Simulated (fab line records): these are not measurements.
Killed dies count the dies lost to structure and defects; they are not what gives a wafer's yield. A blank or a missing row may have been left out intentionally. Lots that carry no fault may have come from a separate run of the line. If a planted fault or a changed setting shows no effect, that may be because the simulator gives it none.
Chamber matching | flow nandHarc | 3 sister chambers for NHARC_A_STAIRCASE_DEP_156 on pecvd-03
The step deposits SiNx, target thk 50 nm. 6 wafers are shown with their chamber, then 10 later ones without.

## EACH WAFER AND ITS CHAMBER
wafer  | chamber | heaterPowerW (W)
L081.5 | 2       | 662
L084.1 | 1       | 708
L084.5 | 2       | 693
L084.6 | 0       | 751
L086.1 | 0       | 810
L086.2 | 1       | 681

## WAFERS MISSING THEIR CHAMBER
wafer  | heaterPowerW (W)
L086.5 | 828
L086.3 | 612
L086.4 | 614
L086.6 | 697
L094.1 | 688
L094.3 | 641
L094.4 | 702
L097.1 | 785
L097.2 | 751
L097.5 | 782

## WHICH CHAMBER EACH ONE RAN IN
wafer  | from the rows above          | in truth
L086.5 | 0                            | 0
L086.3 | can't be placed: 2 or 1      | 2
L086.4 | can't be placed: 2 or 1      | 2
L086.6 | can't be placed: 1 or 2      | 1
L094.1 | can't be placed: 1 or 2      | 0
L094.3 | can't be placed: 2 or 1      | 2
L094.4 | can't be placed: 1 or 2      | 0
L097.1 | 0                            | 0
L097.2 | can't be placed: 0 or 1 or 2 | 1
L097.5 | 0                            | 0
Correct placement for 3 of the 10. Unplaceable from these rows: 7, with the true chamber sitting among the candidates in 5. 0 placed wrongly.
How it was worked out, from the rows above alone: a wafer's distance from a chamber is the root of the sum, over the readings, of the square of ((its reading less the chamber's mean) divided by the reading's scatter). If the next closest chamber is less than 2 further off than the closest, the wafer can't be placed; otherwise it belongs to the closest. The mean given for a chamber averages the wafers shown for that chamber. The scatter: the root of (the sum of the squares of (reading less its chamber's mean) over the shown wafers, divided by (wafers less chambers)).
